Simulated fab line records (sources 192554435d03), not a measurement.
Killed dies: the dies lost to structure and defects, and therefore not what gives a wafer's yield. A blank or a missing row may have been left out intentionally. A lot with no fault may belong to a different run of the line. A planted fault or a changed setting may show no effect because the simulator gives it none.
fab line records | flow n5Finfet | part 1 of 2: steps 1 to 20 of 25
record lots=5 | wafers=15 | lastDay=18
route steps=1938 shown BEOL_M0_SAQP@696 BEOL_M0_CUTY@701 BEOL_M0@715
lots that met no fault: from a run of the same line without faults
startH: start of the lot's first displayed wafer, in hours after the record's first day | waitH: how many hours have passed since the lot's step before this one | " as in the row above | L1.1+2: one row covering several wafers at once | - either no value or no given start | * or withheld: withheld | < > ~ a bound
route shown NAME@n: names a module that has steps shown in the file, with the first one's number in the route | usual: mean/standard deviation taken from wafers without a fault | same: alike in all rows | chamber/n: place in a boat | sites: the reading at each site | _std_site: standard deviation of those values | _edge_site: outer sites' mean less inner sites' | radiusMm: how far each site lies from the wafer's centre | mask NAME#n: copy n | behind: the most recent tool/chamber to have shaped the wafer | hold: what put the lot on hold/how long, in hours/how the hold closed | device: the transistor (n, p or np) that didn't switch | end of line: the tests these same wafers got at the end of their route | where a step has no rows: the recipe by itself | killed: at the first sort, the dies lost to defects and structure; wafer yield is something else | map: a wafer's dies, marking killed ones x, the rest . and places with no die _
set.NAME: setting as actually run; set.NAME@STEP: the setting as run at that earlier step | model.NAME: the simulator's own value behind a step, which no gauge read
lots at some steps of the route; a table a step, a row a wafer
services: from which hour (startH, from the record's first day; less than 0 if before it) a tool's chamber was out of use, for how many hours, and why
## steps
# step N5_BEOL_M0_SAQP_STRIP_74
# recipe chemistry=N2/H2 | tempC=40 | n2FlowSccm=200 | h2FlowSccm=200 | rfFrequencyHz=6e+07
lot.wafer  | tool       | chamber | startH | waitH
L077.2+3+4 | rieDiel-02 | 0,3,1   | 126.57 | 0.1
L079.1+5+6 | rieDiel-02 | 0,2,1   | 137.01 | 0.1
L083.1+3+4 | rieDiel-05 | 3,2,0   | 161.41 | 0.1
L087.1+2+5 | rieDiel-02 | 1,3,0   | 192.98 | 0.1
L093.1+2+5 | rieDiel-05 | 3,0,3   | 229.84 | 0.1
# step N5_BEOL_M0_SAQP_STRIP_89
# recipe chemistry=N2/H2 | tempC=40 | n2FlowSccm=200 | h2FlowSccm=200 | rfFrequencyHz=6e+07
lot.wafer  | tool       | chamber | startH | waitH
L077.2+3+4 | rieDiel-02 | 0,3,1   | 126.58 | 0.0
L079.1+5+6 | rieDiel-02 | 0,2,1   | 137.02 | 0.0
L083.1+3+4 | rieDiel-05 | 3,2,0   | 161.42 | 0.0
L087.1+2+5 | rieDiel-02 | 1,3,0   | 192.99 | 0.0
L093.1+2+5 | rieDiel-05 | 3,0,3   | 229.85 | 0.0
# step N5_BEOL_M0_SAQP_ALD_48
# recipe material=SiO2 | targetThkA=200 | tempC=100 | aldPrecursorFamily=BDEAS | aldCoReactant=O2-plasma | pulseTimeS=1 | coReactantPulseTimeS=1 | purgeTimeS=2 | coReactantPurgeTimeS=2 | aldCycles=139 | pressureTorr=2
# usual chamberPressureTorr=1.999/0.0044 | heaterPowerW=81/11 | precursorPulseHeightRel=1.000/0.021
lot.wafer | tool      | chamber | startH | waitH | chamberPressureTorr | heaterPowerW | precursorPulseHeightRel
L077.2    | aldSin-04 | 0       | 126.61 | 0.0   | 2.004               | 75           | 1.021
L077.3    | "         | 3       | "      | "     | 2.005               | 90           | 0.978
L077.4    | "         | 2       | "      | "     | 1.995               | 93           | 0.975
L079.1    | aldSin-01 | 2       | 137.06 | 0.0   | 2.008               | 98           | 1.034
L079.5    | "         | 2       | "      | "     | 2.006               | 94           | 0.996
L079.6    | "         | 3       | "      | "     | 1.998               | 83           | 0.991
L083.1    | aldSin-04 | 3       | 161.46 | 0.0   | 1.993               | 90           | 0.981
L083.3    | "         | 1       | "      | "     | 2.001               | 68           | 1.015
L083.4    | "         | 0       | "      | "     | 2.004               | 75           | 0.995
L087.1    | aldSin-04 | 3       | 193.03 | 0.0   | 1.991               | 87           | 1.018
L087.2    | "         | 1       | "      | "     | 2.000               | 68           | 1.006
L087.5    | "         | 0       | "      | "     | 2.001               | 74           | 1.011
L093.1    | aldSin-01 | 3       | 229.89 | 0.0   | 1.997               | 86           | 0.995
L093.2    | "         | 0       | "      | "     | 1.999               | 69           | 0.988
L093.5    | "         | 3       | "      | "     | 2.002               | 85           | 1.002
# step N5_BEOL_M0_SAQP_ETCH_49
# recipe chemistry=CF4/O2 | targetDepthA=370 | target=SiO2 | pressureMtorr=40 | sourceW=535 | biasW=49 | Ar_flow_sccm=100 | cf4FlowSccm=100 | O2_flow_sccm=10 | ionEnergyEv=100
# usual chamberPressureMTorr=40.00/0.04 | drypumpMotorCurrentA=5.7/0.35 | oesProductAu=0.78/0.078 | rfVppV=240.4/2.3 | showerheadPlenumPTorr=2.20/0.084 | throttleValvePct=15.89/0.22
lot.wafer | tool       | chamber | startH | waitH | chamberPressureMTorr | drypumpMotorCurrentA | oesProductAu | rfHoursCounterH | rfVppV | showerheadPlenumPTorr | throttleValvePct
L077.2    | rieDiel-02 | 2       | 127.14 | 0.3   | 39.94                | 5.5                  | 0.80         | 93              | 241.4  | 2.13                  | 15.69
L077.3    | "          | 3       | "      | "     | 40.01                | 5.5                  | 0.77         | 142             | 244.1  | 2.21                  | 15.96
L077.4    | "          | 0       | "      | "     | 40.04                | 5.4                  | 0.71         | 221             | 240.4  | 2.27                  | 15.88
L079.1    | rieDiel-02 | 0       | 137.58 | 0.3   | 40.05                | 5.4                  | 0.70         | 224             | 239.6  | 2.26                  | 15.90
L079.5    | "          | 3       | "      | "     | 40.02                | 5.5                  | 0.76         | -               | 243.7  | 2.21                  | 15.94
L079.6    | "          | 2       | "      | "     | 40.02                | 5.5                  | 0.81         | -               | 238.9  | 2.13                  | 15.69
L083.1    | rieDiel-02 | 3       | 161.98 | 0.3   | 39.98                | 5.5                  | 0.76         | 153             | 244.8  | 2.20                  | 15.96
L083.3    | "          | 0       | "      | "     | 40.00                | 5.4                  | 0.71         | 233             | 238.7  | 2.26                  | 15.90
L083.4    | "          | 2       | "      | "     | 40.01                | 5.5                  | 0.79         | 105             | 239.7  | 2.13                  | 15.70
L087.1    | rieDiel-05 | 3       | 193.64 | 0.4   | 39.99                | 5.6                  | 0.93         | 16              | 242.0  | 2.17                  | 15.62
L087.2    | "          | 1       | "      | "     | 40.05                | 5.2                  | 0.89         | 27              | 237.5  | 2.16                  | 15.75
L087.5    | "          | 1       | "      | "     | 39.92                | 5.2                  | 0.89         | -               | 235.9  | 2.16                  | 15.75
L093.1    | rieDiel-06 | 0       | 230.42 | 0.3   | 40.04                | 5.7                  | 0.79         | 119             | 241.5  | 2.30                  | 15.90
L093.2    | "          | 2       | "      | "     | 40.02                | 5.9                  | 0.72         | 179             | 237.5  | 2.11                  | 16.21
L093.5    | "          | 0       | "      | "     | 40.07                | 5.7                  | 0.80         | -               | 239.6  | 2.30                  | 15.90
# step N5_BEOL_M0_SAQP_STRIP_75
# recipe chemistry=CF4 | resist=SiARC | powerW=300 | biasPowerW=75 | pressureMtorr=50 | cf4FlowSccm=150 | rfFrequencyHz=6e+07
# usual chamberPressureMTorr=50.00/0.048 | drypumpMotorCurrentA=5.7/0.35 | oesProductAu=0.181/0.017 | rfVppV=271.1/1.6 | showerheadPlenumPTorr=1.79/0.068 | throttleValvePct=13.63/0.22
lot.wafer | tool       | chamber | startH | waitH | chamberPressureMTorr | drypumpMotorCurrentA | oesProductAu | rfHoursCounterH | rfVppV | showerheadPlenumPTorr | throttleValvePct
L077.2    | rieDiel-02 | 2       | 127.24 | 0.1   | 50.02                | 5.5                  | 0.184        | 93              | 271.0  | 1.73                  | 13.41
L077.3    | "          | 3       | "      | "     | 49.99                | 5.5                  | 0.175        | 142             | 270.4  | 1.80                  | 13.69
L077.4    | "          | 0       | "      | "     | 50.02                | 5.4                  | 0.164        | 221             | 272.7  | 1.84                  | 13.65
L079.1    | rieDiel-02 | 0       | 137.68 | 0.1   | 50.06                | 5.4                  | 0.164        | 224             | 271.6  | 1.84                  | 13.66
L079.5    | "          | 3       | "      | "     | 50.01                | 5.5                  | 0.176        | -               | 271.1  | 1.80                  | 13.70
L079.6    | "          | 2       | "      | "     | 50.01                | 5.5                  | 0.181        | -               | 268.7  | 1.73                  | 13.41
L083.1    | rieDiel-02 | 3       | 162.08 | 0.1   | 49.97                | 5.4                  | 0.178        | 153             | 271.4  | 1.80                  | 13.73
L083.3    | "          | 0       | "      | "     | 50.05                | 5.4                  | 0.165        | 233             | 272.5  | 1.84                  | 13.68
L083.4    | "          | 2       | "      | "     | 49.94                | 5.5                  | 0.182        | 105             | 271.2  | 1.73                  | 13.42
L087.1    | rieDiel-05 | 3       | 193.74 | 0.1   | 50.03                | 5.5                  | 0.217        | 16              | 270.7  | 1.76                  | 13.26
L087.2    | "          | 1       | "      | "     | 50.02                | 5.2                  | 0.202        | 27              | 270.8  | 1.76                  | 13.45
L087.5    | "          | 1       | "      | "     | 50.02                | 5.2                  | 0.205        | -               | 269.5  | 1.76                  | 13.46
L093.1    | rieDiel-06 | 0       | 230.52 | 0.1   | 49.97                | 5.7                  | 0.185        | 119             | 273.6  | 1.87                  | 13.64
L093.2    | "          | 2       | "      | "     | 50.05                | 5.9                  | 0.171        | 179             | 269.7  | 1.72                  | 13.96
L093.5    | "          | 0       | "      | "     | 50.00                | 5.7                  | 0.186        | -               | 274.0  | 1.87                  | 13.63
# step N5_BEOL_M0_CUTY_COAT_50
# recipe resist=SiARC | tempC=220 | timeS=60 | spinRpm=1500 | resistThkNm=15
# same timeS=60
lot.wafer  | tool          | chamber | startH | waitH
L077.2+3+4 | lithoTrack-04 | 0       | 127.28 | 0.0
L079.1+5+6 | lithoTrack-04 | 0       | 137.73 | 0.0
L083.1+3+4 | lithoTrack-04 | 0       | 162.13 | 0.0
L087.1+2+5 | lithoTrack-01 | 0       | 193.78 | 0.0
L093.1+2+5 | lithoTrack-01 | 0       | 230.56 | 0.0
# step N5_BEOL_M0_CUTY_COAT_51
# recipe resist=CAR-ArF-block | spinRpm=1500 | resistThkNm=150
lot.wafer  | tool          | chamber | startH | waitH
L077.2+3+4 | lithoTrack-04 | 0       | -      | -
L079.1+5+6 | lithoTrack-04 | 0       | -      | -
L083.1+3+4 | lithoTrack-04 | 0       | -      | -
L087.1+2+5 | lithoTrack-01 | 0       | -      | -
L093.1+2+5 | lithoTrack-01 | 0       | -      | -
# step N5_BEOL_M0_CUTY_EBR_52
# recipe solvent=PGMEA | ebrWidthMm=1.5
lot.wafer  | tool          | chamber | startH | waitH
L077.2+3+4 | lithoTrack-04 | 0       | -      | -
L079.1+5+6 | lithoTrack-04 | 0       | -      | -
L083.1+3+4 | lithoTrack-04 | 0       | -      | -
L087.1+2+5 | lithoTrack-01 | 0       | -      | -
L093.1+2+5 | lithoTrack-01 | 0       | -      | -
# step N5_BEOL_M0_CUTY_SOFTBAKE_53
# recipe tempC=110 | timeS=60 | resist=CAR-ArF-block
# same timeS=60
lot.wafer  | tool          | chamber | startH | waitH
L077.2+3+4 | lithoTrack-04 | 0       | -      | -
L079.1+5+6 | lithoTrack-04 | 0       | -      | -
L083.1+3+4 | lithoTrack-04 | 0       | -      | -
L087.1+2+5 | lithoTrack-01 | 0       | -      | -
L093.1+2+5 | lithoTrack-01 | 0       | -      | -
# step N5_BEOL_M0_CUTY_EXPOSE_54
# recipe maskId=M0_ABLK | na=1.35 | sourceShape=conventional | sigmaOuter=0.8 | polarization=unpolarized | doseMj=36
lot.wafer  | tool           | chamber | startH | waitH | mask
L077.2+3+4 | arfiScanner-03 | 0       | 127.51 | -     | M0_ABLK#0
L079.1+5+6 | arfiScanner-03 | 0       | 137.95 | -     | M0_ABLK#0
L083.1+3+4 | arfiScanner-03 | 0       | 162.23 | -     | M0_ABLK#0
L087.1+2+5 | arfiScanner-03 | 0       | 194.01 | -     | M0_ABLK#0
L093.1+2+5 | arfiScanner-01 | 0       | 230.66 | -     | M0_ABLK#0
# step N5_BEOL_M0_CUTY_PEB_55
# recipe pebTempC=110 | pebTimeS=60 | resist=CAR-ArF-block
lot.wafer  | tool          | chamber | startH | waitH
L077.2+3+4 | lithoTrack-03 | 0       | 127.57 | 0.0
L079.1+5+6 | lithoTrack-03 | 0       | 138.01 | 0.1
L083.1+3+4 | lithoTrack-01 | 0       | 162.28 | 0.1
L087.1+2+5 | lithoTrack-04 | 0       | 194.06 | 0.1
L093.1+2+5 | lithoTrack-03 | 0       | 230.72 | 0.1
# step N5_BEOL_M0_CUTY_DEVELOP_56
# recipe developTimeS=30 | developer=TMAH | resist=CAR-ArF-block | rinseLiquid=diw | dry=airSpin | devTempC=23
# same developTimeS=30
lot.wafer  | tool          | chamber | startH | waitH
L077.2+3+4 | lithoTrack-03 | 0       | -      | -
L079.1+5+6 | lithoTrack-03 | 0       | -      | -
L083.1+3+4 | lithoTrack-01 | 0       | -      | -
L087.1+2+5 | lithoTrack-04 | 0       | -      | -
L093.1+2+5 | lithoTrack-03 | 0       | -      | -
# step N5_BEOL_M0_CUTY_CD_MEAS_57
# recipe targetCdNm=200 | landingEnergyEv=500 | detector=seInlens | polarity=line
# usual cdNm=199.5/1.1
lot.wafer | tool     | chamber | startH | waitH | cdNm
L077.2    | cdSem-02 | 0       | 127.63 | -     | 198.2
L077.3    | "        | 0       | "      | "     | 197.5
L077.4    | "        | 0       | "      | "     | 198.9
L079.1    | cdSem-01 | 0       | 138.07 | -     | 199.1
L079.5    | "        | 0       | "      | "     | 200.7
L079.6    | "        | 0       | "      | "     | 199.4
L083.1    | cdSem-01 | 0       | 162.35 | -     | 198.3
L083.3    | "        | 0       | "      | "     | 198.6
L083.4    | "        | 0       | "      | "     | 198.4
L087.1    | cdSem-01 | 0       | 194.13 | -     | 198.8
L087.2    | "        | 0       | "      | "     | 199.1
L087.5    | "        | 0       | "      | "     | 199.2
L093.1    | cdSem-02 | 0       | 230.78 | -     | 201.3
L093.2    | "        | 0       | "      | "     | 201.5
L093.5    | "        | 0       | "      | "     | 200.8
# step N5_BEOL_M0_CUTY_OVL_MEAS_58
# recipe pointsPerWafer=44
# usual M0_ABLK_OVL=-0.7/0.75
lot.wafer | tool       | chamber | startH | waitH | M0_ABLK_OVL[nm]
L077.2    | overlay-01 | 0       | 127.66 | 0.0   | -0.5
L077.3    | "          | 0       | "      | "     | -0.9
L077.4    | "          | 0       | "      | "     | -0.7
L079.1    | overlay-02 | 0       | 138.11 | 0.0   | -1.1
L079.5    | "          | 0       | "      | "     | -2.0
L079.6    | "          | 0       | "      | "     | -0.7
L083.1    | overlay-02 | 0       | 162.38 | 0.0   | -0.3
L083.3    | "          | 0       | "      | "     | 0.1
L083.4    | "          | 0       | "      | "     | 0.8
L087.1    | overlay-01 | 0       | 194.16 | 0.0   | 0.1
L087.2    | "          | 0       | "      | "     | 0.4
L087.5    | "          | 0       | "      | "     | -0.7
L093.1    | overlay-01 | 0       | 230.81 | 0.0   | -0.1
L093.2    | "          | 0       | "      | "     | -1.0
L093.5    | "          | 0       | "      | "     | -0.4
# step N5_BEOL_M0_CUTY_INSPECT_59
# recipe mode=adi | inspectInstrument=macro
# usual rawDefectCount=1.8/1.3
lot.wafer | tool             | chamber | startH | waitH | rawDefectCount
L077.2    | defectInspect-01 | -       | 127.69 | 0.0   | 1
L077.3    | "                | -       | "      | "     | 1
L077.4    | "                | -       | "      | "     | 0
L079.1    | defectInspect-02 | -       | 138.13 | 0.0   | 2
L079.5    | "                | -       | "      | "     | 1
L079.6    | "                | -       | "      | "     | 1
L083.1    | defectInspect-01 | -       | 162.41 | 0.0   | 2
L083.3    | "                | -       | "      | "     | 1
L083.4    | "                | -       | "      | "     | 1
L087.1    | defectInspect-02 | -       | 194.18 | 0.0   | 1
L087.2    | "                | -       | "      | "     | 3
L087.5    | "                | -       | "      | "     | 3
L093.1    | defectInspect-02 | -       | 230.84 | 0.0   | 2
L093.2    | "                | -       | "      | "     | 2
L093.5    | "                | -       | "      | "     | 3
# step N5_BEOL_M0_CUTY_DESCUM_61
# recipe chemistry=O2 | timeS=7.9 | sourcePowerW=50 | biasPowerW=20 | pressureMtorr=20 | rfFrequencyHz=2.712e+07 | tempC=40 | resist=CAR-ArF-block | o2FlowSccm=225
# usual chamberPressureMTorr=20.001/0.019 | drypumpMotorCurrentA=5.8/0.37 | oesProductAu=0.78/0.08 | rfVppV=243.1/1.4 | showerheadPlenumPTorr=2.08/0.073 | tempC=39.99/0.11 | throttleValvePct=20.46/0.25
# same timeS=7.9
lot.wafer | tool       | chamber | startH | waitH | chamberPressureMTorr | drypumpMotorCurrentA | oesProductAu | rfHoursCounterH | rfVppV | showerheadPlenumPTorr | tempC | throttleValvePct
L077.2    | rieDiel-03 | 2       | 127.77 | 0.1   | 19.997               | 5.5                  | 0.77         | 126             | 244.5  | 2.20                  | 40.01 | 20.81
L077.3    | "          | 1       | "      | "     | 19.969               | 6.3                  | 0.68         | 247             | 243.6  | 2.05                  | 39.89 | 20.32
L077.4    | "          | 0       | "      | "     | 19.980               | 5.1                  | 0.68         | 246             | 242.8  | 2.05                  | 40.08 | 20.60
L079.1    | rieDiel-03 | 2       | 138.16 | 0.0   | 19.971               | 5.5                  | 0.77         | 129             | 244.3  | 2.20                  | 39.97 | 20.83
L079.5    | "          | 0       | "      | "     | 19.978               | 5.1                  | 0.67         | -               | 242.9  | 2.05                  | 39.82 | 20.61
L079.6    | "          | 3       | "      | "     | 19.997               | 5.9                  | 0.78         | -               | 241.6  | 2.01                  | 40.05 | 20.58
L083.1    | rieDiel-04 | 3       | 162.44 | 0.0   | 20.008               | 5.6                  | 0.86         | 32              | 246.0  | 2.22                  | 39.93 | 20.49
L083.3    | "          | 2       | "      | "     | 20.019               | 5.6                  | 0.77         | 172             | 245.0  | 2.16                  | 39.99 | 20.76
L083.4    | "          | 0       | "      | "     | 20.009               | 5.5                  | 0.87         | -               | 241.9  | 2.04                  | 40.02 | 20.10
L087.1    | rieDiel-01 | 2       | 194.22 | 0.0   | 20.040               | 6.2                  | 0.70         | 210             | 243.5  | 2.08                  | 40.05 | 20.38
L087.2    | "          | 3       | "      | "     | 19.995               | 5.7                  | 0.77         | 124             | 241.8  | 2.02                  | 40.10 | 20.64
L087.5    | "          | 1       | "      | "     | 19.993               | 5.9                  | 0.67         | -               | 242.4  | 2.07                  | 40.13 | 20.53
L093.1    | rieDiel-03 | 3       | 231.01 | 0.2   | 19.970               | 5.9                  | 0.75         | 184             | 239.6  | 2.00                  | 39.96 | 20.64
L093.2    | "          | 1       | "      | "     | 20.018               | 6.3                  | 0.90         | 28              | 242.7  | 2.04                  | 40.03 | 20.02
L093.5    | "          | 1       | "      | "     | 20.001               | 6.4                  | 0.90         | -               | 242.0  | 2.04                  | 40.07 | 20.01
# step N5_BEOL_M0_CUTY_ETCH_62
# recipe chemistry=CF4 | target=SiARC | maskMaterial=CAR-ArF-block | timeS=58.5 | ionEnergyEv=80 | pressureMtorr=40 | sourceW=545 | biasW=36 | Ar_flow_sccm=100 | cf4FlowSccm=100 | ends=cleared
# usual chamberPressureMTorr=40.00/0.038 | drypumpMotorCurrentA=5.8/0.36 | etchRfOnTimeS=58.3/1.1 | oesProductAu=0.67/0.067 | rfVppV=183.9/1.2 | showerheadPlenumPTorr=2.13/0.071 | throttleValvePct=15.65/0.26
lot.wafer | tool       | chamber | startH | waitH | chamberPressureMTorr | drypumpMotorCurrentA | etchRfOnTimeS | oesProductAu | rfHoursCounterH | rfVppV | showerheadPlenumPTorr | throttleValvePct
L077.2    | rieDiel-03 | 2       | 127.81 | 0.0   | 39.99                | 5.5                  | 58.7          | 0.67         | 126             | 185.1  | 2.23                  | 15.89
L077.3    | "          | 1       | "      | "     | 40.01                | 6.3                  | 58.4          | 0.58         | 247             | 183.9  | 2.11                  | 15.65
L077.4    | "          | 0       | "      | "     | 39.94                | 5.0                  | 60.1          | 0.57         | 246             | 183.7  | 2.11                  | 15.88
L079.1    | rieDiel-03 | 2       | 138.20 | 0.0   | 40.03                | 5.5                  | 57.7          | 0.67         | 129             | 185.8  | 2.23                  | 15.90
L079.5    | "          | 0       | "      | "     | 39.96                | 5.1                  | 59.7          | 0.57         | -               | 181.7  | 2.11                  | 15.91
L079.6    | "          | 3       | "      | "     | 39.90                | 5.9                  | 57.6          | 0.66         | -               | 182.6  | 2.07                  | 15.80
L083.1    | rieDiel-04 | 3       | 162.47 | 0.0   | 40.00                | 5.6                  | 59.0          | 0.73         | 32              | 185.7  | 2.27                  | 15.64
L083.3    | "          | 2       | "      | "     | 39.98                | 5.6                  | 58.6          | 0.65         | 172             | 185.1  | 2.22                  | 16.01
L083.4    | "          | 0       | "      | "     | 40.03                | 5.5                  | 57.0          | 0.74         | -               | 182.9  | 2.09                  | 15.26
L087.1    | rieDiel-01 | 2       | 194.25 | 0.0   | 40.03                | 6.2                  | 60.0          | 0.59         | 210             | 183.9  | 2.12                  | 15.55
L087.2    | "          | 3       | "      | "     | 40.00                | 5.7                  | 56.7          | 0.67         | 124             | 182.4  | 2.07                  | 15.79
L087.5    | "          | 1       | "      | "     | 39.97                | 6.0                  | 58.7          | 0.58         | -               | 184.7  | 2.11                  | 15.73
L093.1    | rieDiel-03 | 3       | 231.05 | 0.0   | 39.99                | 6.0                  | 58.1          | 0.64         | 184             | 182.5  | 2.06                  | 15.87
L093.2    | "          | 1       | "      | "     | 40.00                | 6.3                  | 58.0          | 0.77         | 28              | 184.1  | 2.10                  | 15.23
L093.5    | "          | 1       | "      | "     | 40.02                | 6.3                  | 57.5          | 0.77         | -               | 184.4  | 2.10                  | 15.21
# step N5_BEOL_M0_CUTY_ETCH_63
# recipe chemistry=N2/H2 | target=SOC | targetDepthA=827 | overetchA=165 | maskMaterial=SiARC | tempC=40 | ionEnergyEv=200 | timeS=124 | pressureMtorr=30 | sourceW=840 | biasW=150 | n2FlowSccm=200 | h2FlowSccm=200
# usual chamberPressureMTorr=30.000/0.027 | drypumpMotorCurrentA=5.8/0.37 | oesProductAu=0.64/0.061 | rfVppV=523.6/2.6 | showerheadPlenumPTorr=2.53/0.088 | tempC=40.00/0.1 | throttleValvePct=17.86/0.24
# same timeS=124
lot.wafer | tool       | chamber | startH | waitH | chamberPressureMTorr | drypumpMotorCurrentA | oesProductAu | rfHoursCounterH | rfVppV | showerheadPlenumPTorr | tempC | throttleValvePct
L077.2    | rieDiel-03 | 2       | 127.85 | 0.0   | 30.031               | 5.5                  | 0.64         | 126             | 527.7  | 2.66                  | 39.98 | 18.06
L077.3    | "          | 1       | "      | "     | 29.987               | 6.3                  | 0.55         | 247             | 520.9  | 2.51                  | 39.98 | 17.80
L077.4    | "          | 0       | "      | "     | 30.027               | 5.0                  | 0.56         | 246             | 523.3  | 2.51                  | 39.92 | 18.10
L079.1    | rieDiel-03 | 2       | 138.24 | 0.0   | 29.999               | 5.4                  | 0.64         | 129             | 527.3  | 2.66                  | 39.97 | 18.08
L079.5    | "          | 0       | "      | "     | 30.003               | 5.1                  | 0.55         | -               | 522.7  | 2.51                  | 39.86 | 18.11
L079.6    | "          | 3       | "      | "     | 29.997               | 5.9                  | 0.63         | -               | 522.0  | 2.44                  | 40.07 | 18.12
L083.1    | rieDiel-04 | 3       | 162.52 | 0.0   | 29.976               | 5.6                  | 0.71         | 32              | 528.2  | 2.69                  | 40.07 | 17.77
L083.3    | "          | 2       | "      | "     | 30.046               | 5.6                  | 0.63         | 172             | 526.0  | 2.63                  | 39.91 | 18.13
L083.4    | "          | 0       | "      | "     | 30.020               | 5.5                  | 0.69         | -               | 522.8  | 2.47                  | 39.89 | 17.45
L087.1    | rieDiel-01 | 2       | 194.30 | 0.0   | 29.981               | 6.2                  | 0.59         | 210             | 523.0  | 2.52                  | 40.07 | 17.78
L087.2    | "          | 3       | "      | "     | 30.029               | 5.7                  | 0.63         | 124             | 522.1  | 2.45                  | 40.17 | 18.02
L087.5    | "          | 1       | "      | "     | 29.999               | 5.9                  | 0.56         | -               | 523.2  | 2.51                  | 40.05 | 17.88
L093.1    | rieDiel-03 | 3       | 231.10 | 0.0   | 30.013               | 6.0                  | 0.62         | 184             | 520.4  | 2.43                  | 40.03 | 18.18
L093.2    | "          | 1       | "      | "     | 29.985               | 6.4                  | 0.74         | 28              | 521.8  | 2.49                  | 40.05 | 17.43
L093.5    | "          | 1       | "      | "     | 30.016               | 6.4                  | 0.73         | -               | 523.5  | 2.49                  | 39.87 | 17.45
# step N5_BEOL_M0_CUTY_STRIP_64
# recipe chemistry=N2/H2 | tempC=40 | n2FlowSccm=200 | h2FlowSccm=200 | rfFrequencyHz=6e+07
lot.wafer  | tool       | chamber | startH | waitH
L077.2+3+4 | rieDiel-03 | 2,1,0   | 127.97 | 0.1
L079.1+5+6 | rieDiel-03 | 2,0,3   | 138.36 | 0.1
L083.1+3+4 | rieDiel-04 | 3,2,0   | 162.63 | 0.1
L087.1+2+5 | rieDiel-01 | 2,3,1   | 194.41 | 0.1
L093.1+2+5 | rieDiel-03 | 3,1,1   | 231.21 | 0.1
# step N5_BEOL_M0_ETCH_138
# recipe chemistry=CH3F/O2 | targetDepthA=120 | target=SiCN | timeS=31.6 | ionEnergyEv=120 | pressureMtorr=30 | sourceW=395 | biasW=75 | Ar_flow_sccm=150 | CH3F_flow_sccm=30 | O2_flow_sccm=20 | ends=cleared
# usual chamberPressureMTorr=29.999/0.027 | drypumpMotorCurrentA=5.8/0.37 | etchRfOnTimeS=29.3/0.76 | oesProductAu=0.67/0.067 | rfVppV=297.2/1.7 | showerheadPlenumPTorr=1.99/0.072 | throttleValvePct=16.34/0.25
lot.wafer | tool       | chamber | startH | waitH | chamberPressureMTorr | drypumpMotorCurrentA | etchRfOnTimeS | oesProductAu | rfHoursCounterH | rfVppV | showerheadPlenumPTorr | throttleValvePct
L077.2    | rieDiel-03 | 2       | 127.98 | 0.0   | 29.985               | 5.5                  | 29.6          | 0.67         | 126             | 300.4  | 2.09                  | 16.60
L077.3    | "          | 1       | "      | "     | 30.011               | 6.3                  | 29.0          | 0.58         | 247             | 295.9  | 1.97                  | 16.31
L077.4    | "          | 0       | "      | "     | 30.015               | 5.1                  | 30.2          | 0.58         | 246             | 297.8  | 1.96                  | 16.55
L079.1    | rieDiel-03 | 2       | 138.37 | 0.0   | 29.992               | 5.5                  | 29.8          | 0.66         | 129             | 299.4  | 2.09                  | 16.60
L079.5    | "          | 0       | "      | "     | 30.047               | 5.1                  | 31.1          | 0.57         | -               | 297.1  | 1.96                  | 16.56
L079.6    | "          | 3       | "      | "     | 29.968               | 5.9                  | 29.5          | 0.67         | -               | 295.6  | 1.92                  | 16.48
L083.1    | rieDiel-04 | 3       | 162.64 | 0.0   | 29.995               | 5.6                  | 29.4          | 0.73         | 33              | 301.5  | 2.13                  | 16.36
L083.3    | "          | 2       | "      | "     | 30.036               | 5.6                  | 28.9          | 0.64         | 172             | 297.8  | 2.07                  | 16.73
L083.4    | "          | 0       | "      | "     | 29.946               | 5.5                  | 28.9          | 0.74         | -               | 294.8  | 1.95                  | 15.94
L087.1    | rieDiel-01 | 2       | 194.42 | 0.0   | 29.977               | 6.2                  | 29.6          | 0.60         | 211             | 295.8  | 1.99                  | 16.30
L087.2    | "          | 3       | "      | "     | 29.993               | 5.7                  | 28.9          | 0.66         | 124             | 295.1  | 1.92                  | 16.45
L087.5    | "          | 1       | "      | "     | 29.941               | 5.9                  | 29.7          | 0.58         | -               | 297.0  | 1.97                  | 16.41
L093.1    | rieDiel-03 | 3       | 231.22 | 0.0   | 29.993               | 5.9                  | 29.9          | 0.63         | 184             | 295.8  | 1.91                  | 16.55
L093.2    | "          | 1       | "      | "     | 30.024               | 6.4                  | 29.8          | 0.76         | 28              | 298.6  | 1.96                  | 15.90
L093.5    | "          | 1       | "      | "     | 30.016               | 6.3                  | 30.6          | 0.76         | -               | 296.6  | 1.96                  | 15.92
